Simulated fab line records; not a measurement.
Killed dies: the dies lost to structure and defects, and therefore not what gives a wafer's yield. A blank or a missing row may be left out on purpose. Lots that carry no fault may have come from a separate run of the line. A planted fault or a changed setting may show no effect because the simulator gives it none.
Chamber matching / flow nand_harc / NHARC_P_CONTACT_ALD_22 on ald_metal-02 has 4 sister chambers
The step deposits TiN, target thk 3 nm, pulse time 1 s, ald cycles 150. 18 wafers are shown with their chamber, then 9 later ones without.

WAFERS PAIRED WITH THEIR CHAMBERS
wafer=L075.1; chamber=1; heater_power_w (W)=1043; precursor_pulse_height_rel=1.033
wafer=L075.2; chamber=3; heater_power_w (W)=1244; precursor_pulse_height_rel=0.989
wafer=L075.3; chamber=2; heater_power_w (W)=1178; precursor_pulse_height_rel=0.992
wafer=L075.4; chamber=0; heater_power_w (W)=1150; precursor_pulse_height_rel=0.986
wafer=L075.5; chamber=1; heater_power_w (W)=1011; precursor_pulse_height_rel=0.972
wafer=L075.6; chamber=2; heater_power_w (W)=1182; precursor_pulse_height_rel=1.003
wafer=L076.1; chamber=3; heater_power_w (W)=1254; precursor_pulse_height_rel=0.989
wafer=L076.2; chamber=1; heater_power_w (W)=1048; precursor_pulse_height_rel=1.012
wafer=L076.3; chamber=2; heater_power_w (W)=1176; precursor_pulse_height_rel=0.979
wafer=L080.3; chamber=1; heater_power_w (W)=1006; precursor_pulse_height_rel=1.006
wafer=L080.4; chamber=2; heater_power_w (W)=1142; precursor_pulse_height_rel=1.007
wafer=L080.6; chamber=3; heater_power_w (W)=1275; precursor_pulse_height_rel=0.968
wafer=L083.1; chamber=2; heater_power_w (W)=1144; precursor_pulse_height_rel=0.996
wafer=L083.2; chamber=0; heater_power_w (W)=1186; precursor_pulse_height_rel=1.009
wafer=L083.6; chamber=0; heater_power_w (W)=1172; precursor_pulse_height_rel=1.007
wafer=L084.3; chamber=3; heater_power_w (W)=1242; precursor_pulse_height_rel=0.981
wafer=L084.4; chamber=0; heater_power_w (W)=1159; precursor_pulse_height_rel=1.002
wafer=L084.5; chamber=2; heater_power_w (W)=1181; precursor_pulse_height_rel=0.981

SIGNATURES (means of the wafers above)
reading=heater_power_w; chamber 0=1166.75; chamber 1=1027.00; chamber 2=1167.17; chamber 3=1253.75; scatter within a chamber=18.1
reading=precursor_pulse_height_rel; chamber 0=1.00100; chamber 1=1.00575; chamber 2=0.99300; chamber 3=0.98175; scatter within a chamber=0.0151
Rule: for a wafer and a chamber, the distance is found by dividing, reading by reading, the gap between the wafer's reading and the chamber's mean by the reading's scatter, squaring, summing and taking the root. If the next closest chamber is less than 2 further off than the closest, the wafer can't be placed; otherwise it belongs to the closest. How the scatter is found: for the shown wafers, subtract from each reading the mean of its chamber, square and add these, divide the total by (wafers less chambers), then take the root.

WAFERS WITH NO CHAMBER GIVEN
wafer=L089.1; heater_power_w (W)=1257; precursor_pulse_height_rel=0.986
wafer=L089.3; heater_power_w (W)=1148; precursor_pulse_height_rel=0.990
wafer=L089.4; heater_power_w (W)=1188; precursor_pulse_height_rel=1.009
wafer=L093.1; heater_power_w (W)=1186; precursor_pulse_height_rel=1.014
wafer=L093.4; heater_power_w (W)=1227; precursor_pulse_height_rel=0.976
wafer=L093.6; heater_power_w (W)=1207; precursor_pulse_height_rel=0.989
wafer=L096.2; heater_power_w (W)=1180; precursor_pulse_height_rel=0.999
wafer=L096.3; heater_power_w (W)=998; precursor_pulse_height_rel=1.016
wafer=L096.4; heater_power_w (W)=1153; precursor_pulse_height_rel=0.995

THE CHAMBER EACH PASSED THROUGH
wafer=L089.1; from the rows above=3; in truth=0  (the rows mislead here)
wafer=L089.3; from the rows above=can't be placed: 2 or 0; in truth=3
wafer=L089.4; from the rows above=can't be placed: 0 or 2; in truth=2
wafer=L093.1; from the rows above=can't be placed: 0 or 2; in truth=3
wafer=L093.4; from the rows above=can't be placed: 3 or 2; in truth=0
wafer=L093.6; from the rows above=can't be placed: 2 or 0 or 3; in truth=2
wafer=L096.2; from the rows above=can't be placed: 0 or 2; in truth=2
wafer=L096.3; from the rows above=1; in truth=1
wafer=L096.4; from the rows above=can't be placed: 2 or 0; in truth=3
Placed correctly: 1 of 9. Can't be placed from these rows: 7 (the true chamber is among the candidates in 3). Number placed wrongly: 1.
